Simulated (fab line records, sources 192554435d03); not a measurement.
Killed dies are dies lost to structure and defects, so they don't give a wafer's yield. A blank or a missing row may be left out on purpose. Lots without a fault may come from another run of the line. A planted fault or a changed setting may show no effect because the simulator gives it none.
Chamber matching | flow n5_finfet | N5_BEOL_M8_ETCH_66 on rie_diel-03: 4 sister chambers
The step etches SOC in N2/H2, target depth 80 nm, overetch 16 nm, time 120 s. 4 wafers are shown with their chamber, then 12 later ones without.

WAFERS WITH THEIR CHAMBER
wafer  | chamber | showerhead_plenum_p_Torr (Torr)
L076.3 | 1       | 2.61
L082.1 | 2       | 2.70
L082.5 | 0       | 2.48
L082.6 | 3       | 2.69

WAFERS WITHOUT THEIR CHAMBER
wafer  | showerhead_plenum_p_Torr (Torr)
L093.2 | 2.68
L093.3 | 2.70
L093.4 | 2.70
L092.2 | 2.68
L092.3 | 2.70
L092.4 | 2.61
L094.3 | 2.60
L094.4 | 2.69
L094.6 | 2.48
L097.1 | 2.60
L097.4 | 2.67
L097.6 | 2.48

WHICH CHAMBER EACH WENT THROUGH
wafer  | from the rows above     | in truth
L093.2 | can't be placed: 3 or 2 | 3
L093.3 | can't be placed: 2 or 3 | 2
L093.4 | can't be placed: 2 or 3 | 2
L092.2 | can't be placed: 3 or 2 | 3
L092.3 | can't be placed: 2 or 3 | 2
L092.4 | 1                       | 1
L094.3 | 1                       | 1
L094.4 | can't be placed: 3 or 2 | 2
L094.6 | 0                       | 0
L097.1 | 1                       | 1
L097.4 | can't be placed: 3 or 2 | 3
L097.6 | 0                       | 0
Placed correctly: 5 of 12. Can't be placed from these rows: 7 (the true chamber is among the candidates in 7). Placed wrongly: 0.
How it was worked out, from the rows above alone: a wafer's distance from a chamber is the root of the sum, over the readings, of the square of ((its reading less the chamber's mean) divided by the reading's scatter). The wafer belongs to the nearest chamber; if the next one is less than 2 further off, it can't be placed. A chamber's mean is the mean of its shown wafers. The scatter: with one shown wafer a chamber, the root of the mean of the squares of how far each hidden wafer lies from its nearest shown one.
